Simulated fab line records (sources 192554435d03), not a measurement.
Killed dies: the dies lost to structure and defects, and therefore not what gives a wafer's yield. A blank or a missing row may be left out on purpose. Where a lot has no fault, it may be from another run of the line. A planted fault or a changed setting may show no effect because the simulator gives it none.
Comparing a struck lot with a sound one :: flow n5-finfet :: 17 steps out of a route of 1938
Sound: wafers L402.1, L402.3, L402.5. Struck: wafers L408.3, L408.4, L408.6. At the end, the cause is stated.
At each step with rows: each side's tool, then ch and its chambers, then its first start. Under that, the readings that differ: sound wafers :: struck wafers :: difference of the means :: sigmas: that difference in standard deviations of wafers without a fault.
alike: a reading whose means differ by less than 2 such deviations, as well as words and numbers matching on both sides. not compared: withheld readings; readings where some wafer has no value; bounds like >300 that might hide an equal value; numbers whose values overlap and for which the record gives no deviation.
The two part at a step that has a row with sigmas, a row that says differs or no value, or rows on one side only. Numbers that have no deviation but don't overlap get no sigmas and don't part them. A reading that every wafer of one side lacks parts them only if that side has two wafers or more.

N5_GATE_CUT_CUT_ETCH_55: etches HfO2 in BCl3, target depth 3.2 nm.
  sound on rie-metal-02 ch 0,1, day 4 20:14; struck on rie-metal-03 ch 0,1, day 6 07:47
  alike: drypump-motor-current-A, oes-product-au, throttle-valve-pct
  not compared: rf-hours-counter-h
then, 1 step without rows for these wafers: N5_GATE_CUT_ETCH_47 (etches SiO2 in Cl2/BCl3, target depth 10 nm).
N5_GATE_CUT_VAPOR_ETCH_48: etches TiN in BCl3/Cl2.
  sound on rie-metal-02 ch 0,1, day 4 20:18; struck on rie-metal-03 ch 0,1, day 6 07:50
  alike: drypump-motor-current-A, oes-product-au
then, 1 step without rows for these wafers: N5_GATE_CUT_VAPOR_ETCH_49 (etches TiAlC in BCl3/Cl2).
N5_GATE_CUT_VAPOR_ETCH_51: etches HfO2 in BCl3/Cl2.
  sound on rie-metal-02 ch 0,1, day 4 20:22; struck on rie-metal-03 ch 0,1, day 6 07:54
  alike: drypump-motor-current-A, oes-product-au
N5_GATE_CUT_STRIP_21: strips in N2/H2, time 30 s.
  sound on plasma-asher-02 ch 1, day 4 20:25; struck on plasma-asher-02 ch 0,1, day 6 07:58
  alike: drypump-motor-current-A, heater-power-w
  not compared: rf-hours-counter-h
then, 4 steps without rows for these wafers: N5_GATE_CUT_STRIP_29 (strips in post etch residue remover, time 60 s); N5_GATE_CUT_SRD_52 (time 30 s); N5_GATE_CUT_ALD_22 (deposits SiNx, target thk 16 nm, pulse time 1 s, ald cycles 320); N5_GATE_CUT_CMP_23 (polishes, stops on SiO2, t overpolish 23.4 s, target thk 16 nm).
N5_GATE_CUT_THK_MEAS_24:
  sound on film-metro-01 at day 4 22:21; struck on film-metro-01 at day 6 09:53
  alike: GC_FILL_THK
N5_GATE_CUT_CMP_43: polishes SiO2.
  sound on cmp-03 ch 1,2,3, day 4 22:28; struck on cmp-03 ch 1,2,3, day 6 09:59
  alike: motor-current-A
N5_GATE_CUT_CMP_61: polishes, stops on SiNx, t overpolish 3 s.
  sound on cmp-03 ch 1,2,3, day 4 22:53; struck on cmp-03 ch 1,2,3, day 6 10:25
  alike: head-pressure-psi, motor-current-A
N5_GATE_CUT_INSPECT_26: inspects for defects (darkfield).
  sound on defect-inspect-02 at day 4 23:05; struck on defect-inspect-01 at day 6 10:37
reading: raw-defect-count
sound: 37 41 48
struck: 1063 1090 1058
difference: +1028
sigmas: +73
then, 1 step without rows for these wafers: N5_MOL_CONTACT_COAG_COAT_103 (time 60 s, resist thk 80 nm).
-- the record jumps here: 3 days lie between the struck wafers' starts before and after (it left off in module MOL_CONTACT_COAG and takes up again in module BEOL_M4, whose first step shown is number 1111 of the route) --
N5_BEOL_M4_RC_MEAS_101:
  sound on prober-02 ch 0, day 7 16:39; struck on prober-02 ch 0, day 9 20:59
  alike: DIBL_N, DIBL_P, IOFF_N, IOFF_P, ION_N, ION_P, SS_N, SS_P, VT_N, VT_P
-- the record jumps here: 4 days lie between the struck wafers' starts before and after (it left off in module BEOL_M4 and takes up again in module PASSIVATION, whose first step shown is number 1936 of the route) --
N5_PASSIVATION_PROBE_49:
  sound on prober-02 at day 12 05:05; struck on prober-02 at day 13 22:23
reading: defect-limited-yield (%)
sound: 92.4 93.6 91.4
struck: 38.7 38.3 38.9
difference: -53.8
sigmas: -36

reading: killed-at-front-end
sound: 37 23 50
struck: 688 688 685
difference: +650
sigmas: +59

reading: killed-dies
sound: 90 76 102
struck: 723 728 721
difference: +635
sigmas: +35

reading: killed-on-rim
sound: 18 8 15
struck: 95 93 101
difference: +83
sigmas: +22

reading: sort_bin_5_function (%)
sound: 4.8 3.6 5.5
struck: 40.1 39.8 41.7
difference: +35.9
sigmas: +39

reading: sort_bin_6_memory (%)
sound: 2.5 2.8 2.7
struck: 16.1 16.7 15.2
difference: +13.3
sigmas: +18

reading: sort-n-pass
sound: 1090 1103 1078
struck: 457 452 459
difference: -634
sigmas: -35

reading: sort-yield-pct (%)
sound: 92.4 93.5 91.4
struck: 38.7 38.3 38.9
difference: -53.8
sigmas: -36
  alike: killed_at_M0_to_M3, killed_at_M4_up, killed-at-contacts, killed-at-other, killed-open, killed-short, sort_bin_8_speed

## WHERE THEY PART
At N5_GATE_CUT_INSPECT_26 first; at N5_PASSIVATION_PROBE_49 last (within this record only).

WHY: what the simulator had put in
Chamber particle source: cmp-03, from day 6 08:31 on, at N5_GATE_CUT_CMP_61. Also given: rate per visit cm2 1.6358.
